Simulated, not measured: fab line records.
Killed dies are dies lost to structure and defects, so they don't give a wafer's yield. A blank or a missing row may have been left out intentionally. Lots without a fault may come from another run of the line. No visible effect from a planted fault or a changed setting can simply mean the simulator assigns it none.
fab line records    flow n5Finfet    part 2 of 2: steps 5 to 6 of 6
record lots=21  wafers=63  lastDay=17
route steps=1938 shown BEOL_M7@1299 BEOL_M8@1377 BEOL_M9@1404
lots that met no fault: taken from a fault-free run of the same line
startH: hours from the record's first day to the start of the lot's first wafer shown    waitH: hours from the lot's prior step to this one    " repeats the value in the row above    L1.1+2: one row covering several wafers at once    - no value present, or no start provided    * or withheld: withheld    < > ~ a bound
route shown NAME@n: NAME is a module with steps in the file, n the number in the route of the first one    usual: average and standard deviation across the fault-free wafers    same: alike in all rows    chamber/n: place in a boat    sites: each site's reading    _std_site: the standard deviation of these    _edge_site: outer sites' mean less inner sites'    radiusMm: for every site, how far away it sits from the centre of the wafer    mask NAME#n: copy n    behind: tool/chamber where the wafer was last shaped    hold: why the lot went on hold/how many hours it stayed there/how the hold came to an end    device: names the non-switching transistor (n, p or np)    end of line: tests run on the same wafers once the route is complete    a step given without rows: its recipe and nothing more    killed: dies that structure and defects cost at the first sort, which is not the same as the wafer's yield    map: per-die view of a wafer (x killed, . not killed, _ where there is no die)
set.NAME: the setting that was run; set.NAME@STEP: the one run at that earlier step    model.NAME: the simulator's own value behind a step, which no gauge read
steps of the route over a sample of lots; a table a step, a row a wafer
services: the hour from which a tool's chamber was out of use, counted from the record's first day as startH (under 0 if before that day), plus the number of hours and why
## steps
# step N5_BEOL_M9_PECVD_70
# recipe material=SiO2  targetThkA=200  tempC=400  precursor=TEOS/O2  pressureTorr=5.5  rfW=450  teosFlowSccm=53.8  gas=O2  flowSccm=3000  timeS=22.7
# usual chamberPressureTorr=5.500/0.012  heaterPowerW=796/130  showerheadPlenumPTorr=8.79/0.05  throttleValvePct=21.8/1.5
lot.wafer  tool      chamber  startH  waitH  chamberPressureTorr  heaterPowerW  showerheadPlenumPTorr  throttleValvePct
L074.3     pecvd-04  0        204.76  0.2    5.506                905           8.86                   20.4
L074.4     "         1        "       "      5.511                924           8.69                   21.4
L074.5     "         1        "       "      5.508                944           8.71                   22.0
L075.1     pecvd-04  1        215.41  0.0    5.493                1029          8.72                   21.7
L075.3     "         1        "       "      5.473                1019          8.73                   21.9
L075.6     "         1        "       "      5.501                999           8.70                   21.8
L079.1     pecvd-04  2        237.93  0.0    5.508                802           8.77                   20.5
L079.4     "         0        "       "      5.502                908           8.86                   20.4
L079.6     "         2        "       "      5.489                802           8.76                   20.5
L077.1     pecvd-04  1        240.55  0.0    5.516                879           8.70                   21.5
L077.3     "         2        "       "      5.513                865           8.78                   20.7
L077.6     "         1        "       "      5.522                867           8.71                   21.5
L078.1     pecvd-03  1        241.34  0.0    5.492                665           8.78                   24.9
L078.4     "         2        "       "      5.500                827           8.78                   22.7
L078.5     "         0        "       "      5.510                592           8.79                   23.7
L080.1     pecvd-04  2        245.43  0.0    5.511                877           8.77                   20.8
L080.3     "         0        "       "      5.515                851           8.84                   20.5
L080.5     "         2        "       "      5.488                883           8.77                   20.7
L081.1     pecvd-04  1        257.78  0.0    5.530                931           8.72                   21.6
L081.2     "         2        "       "      5.493                849           8.76                   20.3
L081.5     "         1        "       "      5.496                964           8.71                   21.7
L082.1     pecvd-03  2        262.73  0.0    5.480                889           8.78                   22.7
L082.5     "         0        "       "      5.514                607           8.79                   24.1
L082.6     "         1        "       "      5.501                684           8.79                   24.7
L083.4     pecvd-03  2        273.56  0.1    5.511                950           8.76                   22.6
L083.5     "         0        "       "      5.517                525           8.78                   23.8
L083.6     "         1        "       "      5.481                657           8.78                   25.0
L084.2     pecvd-04  2        282.80  0.0    5.475                763           8.76                   20.8
L084.4     "         1        "       "      5.513                935           8.72                   21.6
L084.5     "         0        "       "      5.522                773           8.86                   20.7
L086.1     pecvd-01  2        284.33  0.0    5.490                727           8.82                   20.1
L086.2     "         0        "       "      5.495                729           8.80                   24.0
L086.3     "         1        "       "      5.490                601           8.79                   23.3
L087.1     pecvd-04  2        291.99  0.0    5.472                813           8.78                   20.8
L087.2     "         1        "       "      5.471                924           8.72                   21.7
L087.6     "         2        "       "      5.503                791           8.79                   20.4
L088.1     pecvd-01  1        292.66  0.0    5.497                594           8.79                   23.1
L088.4     "         0        "       "      5.515                756           8.83                   23.8
L088.6     "         2        "       "      5.498                751           8.81                   20.1
L089.2     pecvd-04  1        310.17  0.0    5.508                966           8.72                   21.5
L089.3     "         2        "       "      5.487                765           8.78                   20.9
L089.5     "         1        "       "      5.505                976           8.72                   21.6
L090.3     pecvd-04  2        311.00  0.0    5.477                887           8.78                   20.9
L090.4     "         0        "       "      5.502                898           8.87                   20.7
L090.5     "         2        "       "      5.503                891           8.77                   20.8
L091.2     pecvd-04  1        316.65  0.0    5.490                962           8.71                   21.6
L091.4     "         1        "       "      5.495                972           8.71                   21.4
L091.6     "         0        "       "      5.486                900           8.87                   20.7
L092.2     pecvd-01  2        316.80  0.0    5.468                621           8.81                   20.2
L092.3     "         1        "       "      5.514                601           8.75                   23.1
L092.5     "         2        "       "      5.497                631           8.81                   20.2
L093.1     pecvd-04  1        327.07  0.0    5.507                978           8.73                   21.8
L093.4     "         1        "       "      5.503                921           8.72                   21.5
L093.6     "         0        "       "      5.484                921           8.86                   20.7
L094.1     pecvd-04  2        330.60  0.0    5.518                834           8.77                   20.8
L094.3     "         1        "       "      5.501                1006          8.72                   21.6
L094.4     "         2        "       "      5.500                836           8.75                   20.9
L096.3     pecvd-03  2        342.93  0.0    5.494                820           8.78                   22.8
L096.4     "         0        "       "      5.512                543           8.79                   24.3
L096.5     "         2        "       "      5.505                828           8.79                   22.7
L095.2     pecvd-01  1        344.47  0.0    5.501                589           8.79                   23.0
L095.3     "         0        "       "      5.496                734           8.81                   24.0
L095.4     "         2        "       "      5.487                688           8.82                   20.7
# step N5_BEOL_M9_ETCH_65
# recipe chemistry=CF4  target=SiARC  targetDepthA=156  maskMaterial=CAR-EUV  timeS=26  ionEnergyEv=80  pressureMtorr=40  sourceW=545  biasW=36  Ar_flow_sccm=100  cf4FlowSccm=100  ends=cleared
# usual drypumpMotorCurrentA=5.8/0.63  etchRfOnTimeS=25.7/0.41  oesProductAu=0.70/0.082  rfVppV=184.2/1.2  showerheadPlenumPTorr=2.16/0.077  throttleValvePct=15.55/0.18
lot.wafer  tool        chamber  startH  waitH  drypumpMotorCurrentA  etchRfOnTimeS  oesProductAu  rfHoursCounterH  rfVppV  showerheadPlenumPTorr  throttleValvePct
L074.3     rieDiel-04  3        209.17  0.0    6.7                   25.9           0.58          222              183.9   2.04                   15.54
L074.4     "           1        "       "      5.4                   25.2           0.80          18               186.2   2.19                   15.47
L074.5     "           2        "       "      6.1                   25.9           0.60          -                183.7   2.11                   15.83
L075.1     rieDiel-03  1        228.05  0.0    6.1                   26.2           0.62          157              185.3   2.22                   15.74
L075.3     "           3        "       "      6.4                   25.8           0.76          28               185.1   2.27                   15.25
L075.6     "           2        "       "      5.4                   25.9           0.62          -                184.2   2.13                   15.78
L079.1     rieDiel-03  3        239.74  0.0    6.4                   26.0           0.75          31               186.4   2.27                   15.26
L079.4     "           2        "       "      5.5                   25.9           0.61          207              182.0   2.13                   15.80
L079.6     "           3        "       "      6.5                   26.1           0.75          -                185.0   2.27                   15.26
L077.1     rieDiel-03  2        242.69  0.0    5.5                   25.9           0.61          208              183.6   2.13                   15.81
L077.3     "           1        "       "      6.1                   26.1           0.61          162              184.5   2.22                   15.75
L077.6     "           2        "       "      5.5                   26.0           0.61          -                183.6   2.13                   15.80
L078.1     rieDiel-01  2        244.80  0.0    6.5                   25.2           0.80          11               183.3   2.10                   15.49
L078.4     "           1        "       "      4.7                   25.6           0.78          17               184.8   2.19                   15.51
L078.5     "           1        "       "      4.7                   25.4           0.78          -                185.4   2.19                   15.51
L080.1     rieDiel-01  3        251.35  0.0    6.2                   25.6           0.65          130              182.7   2.06                   15.45
L080.3     "           1        "       "      4.7                   25.4           0.79          19               186.5   2.19                   15.51
L080.5     "           1        "       "      4.7                   25.3           0.79          -                184.0   2.19                   15.54
L081.1     rieDiel-04  0        260.16  0.0    5.4                   25.8           0.64          185              184.2   2.22                   15.82
L081.2     "           1        "       "      5.4                   25.5           0.77          32               183.7   2.19                   15.50
L081.5     "           3        "       "      6.8                   25.7           0.58          -                183.3   2.03                   15.59
L082.1     rieDiel-04  1        267.96  0.0    5.4                   25.4           0.76          34               185.6   2.18                   15.48
L082.5     "           2        "       "      6.1                   25.9           0.85          -                183.2   2.11                   15.36
L082.6     "           1        "       "      5.4                   25.4           0.76          -                184.9   2.18                   15.50
L083.4     rieDiel-01  2        278.25  0.0    6.6                   24.9           0.78          21               184.4   2.10                   15.52
L083.5     "           3        "       "      6.2                   25.9           0.64          -                184.5   2.06                   15.48
L083.6     "           0        "       "      5.8                   25.3           0.76          -                186.2   2.26                   15.37
L084.2     rieDiel-01  2        285.48  0.0    6.5                   25.0           0.78          22               184.0   2.10                   15.53
L084.4     "           0        "       "      5.9                   25.3           0.75          -                184.3   2.26                   15.38
L084.5     "           2        "       "      6.6                   25.0           0.78          -                184.2   2.10                   15.53
L086.1     rieDiel-01  0        287.94  0.0    5.8                   25.5           0.76          56               185.6   2.26                   15.38
L086.2     "           2        "       "      6.5                   25.4           0.78          24               184.1   2.09                   15.54
L086.3     "           1        "       "      4.7                   25.8           0.76          31               185.3   2.18                   15.53
L088.1     rieDiel-03  2        295.68  0.0    5.5                   26.0           0.60          224              183.4   2.12                   15.84
L088.4     "           3        "       "      6.4                   26.2           0.72          49               185.7   2.26                   15.31
L088.6     "           1        "       "      6.1                   26.7           0.60          -                184.9   2.22                   15.79
L087.1     rieDiel-03  0        296.10  0.0    5.1                   25.8           0.61          204              181.8   2.05                   15.61
L087.2     "           2        "       "      5.5                   25.7           0.60          224              185.2   2.12                   15.83
L087.6     "           0        "       "      5.1                   25.8           0.60          -                182.6   2.05                   15.60
L089.2     rieDiel-04  0        312.81  0.0    5.4                   26.3           0.63          203              185.3   2.21                   15.86
L089.3     "           1        "       "      5.4                   25.5           0.74          50               185.5   2.18                   15.54
L089.5     "           0        "       "      5.4                   26.3           0.62          -                183.9   2.21                   15.86
L090.3     rieDiel-03  2        315.16  0.0    5.4                   25.9           0.59          232              182.3   2.12                   15.86
L090.4     "           2        "       "      5.5                   25.8           0.60          -                184.1   2.12                   15.84
L090.5     "           3        "       "      6.4                   26.3           0.71          -                182.7   2.26                   15.33
L092.2     rieDiel-04  1        323.42  0.0    5.4                   25.0           0.74          53               184.5   2.18                   15.55
L092.3     "           2        "       "      6.1                   25.6           0.80          21               184.1   2.10                   15.40
L092.5     "           3        "       "      6.8                   25.0           0.86          -                183.7   2.28                   15.13
L091.2     rieDiel-04  2        323.85  0.0    6.1                   25.6           0.79          21               182.7   2.10                   15.41
L091.4     "           0        "       "      5.3                   26.0           0.63          207              183.9   2.21                   15.87
L091.6     "           2        "       "      6.1                   25.7           0.80          -                184.7   2.10                   15.42
L093.1     rieDiel-01  2        330.24  0.0    6.6                   25.1           0.76          37               182.8   2.09                   15.57
L093.4     "           0        "       "      5.8                   25.4           0.74          69               185.4   2.25                   15.40
L093.6     "           2        "       "      6.6                   25.2           0.74          -                184.7   2.09                   15.55
L094.1     rieDiel-01  3        333.34  0.0    6.2                   25.7           0.64          152              182.7   2.05                   15.51
L094.3     "           1        "       "      4.7                   25.5           0.74          45               183.6   2.18                   15.55
L094.4     "           0        "       "      5.9                   25.3           0.73          69               186.3   2.25                   15.41
L096.3     rieDiel-01  3        347.20  0.0    6.2                   25.9           0.63          155              183.5   2.05                   15.51
L096.4     "           1        "       "      4.7                   25.2           0.74          49               184.2   2.18                   15.57
L096.5     "           1        "       "      4.7                   25.0           0.75          -                183.9   2.18                   15.57
L095.2     rieDiel-03  0        349.52  0.0    5.1                   25.6           0.59          214              182.5   2.04                   15.60
L095.3     "           3        "       "      6.4                   25.7           0.71          68               185.0   2.26                   15.34
L095.4     "           1        "       "      6.1                   26.3           0.59          197              185.6   2.21                   15.83
## services
tool        chamber  startH  hours  kind
uvCure-03   -        172.13  2.5    repair
rieDiel-03  1        175.27  12.3   repair
rieDiel-01  2        178.99  -      clean
rieDiel-01  2        178.99  -      consumableReplace:focusRing
rieDiel-01  2        178.99  18.5   scheduledDown
pecvd-04    -        181.78  1.6    repair
pecvd-03    2        185.47  8.2    repair
pecvd-03    -        193.15  14.6   pm
rieDiel-04  3        193.45  8.9    repair
uvCure-01   -        193.57  1.0    repair
rieDiel-06  0        200.31  15.8   repair
rieDiel-04  -        211.67  2.8    pm
uvCure-01   -        216.77  2.1    pm
rieDiel-01  -        217.33  9.7    repair
rieDiel-04  -        217.33  2.1    repair
pecvd-03    -        228.69  2.8    pm
rieDiel-01  -        229.97  2.8    pm
pecvd-01    -        232.63  14.6   pm
rieDiel-04  1        239.23  6.4    repair
uvCure-03   -        274.22  11.7   repair
pecvd-03    1        280.50  2.5    repair
rieDiel-01  3        284.47  7.4    repair
rieDiel-05  0        304.59  5.7    repair
rieDiel-06  3        310.47  18.0   repair
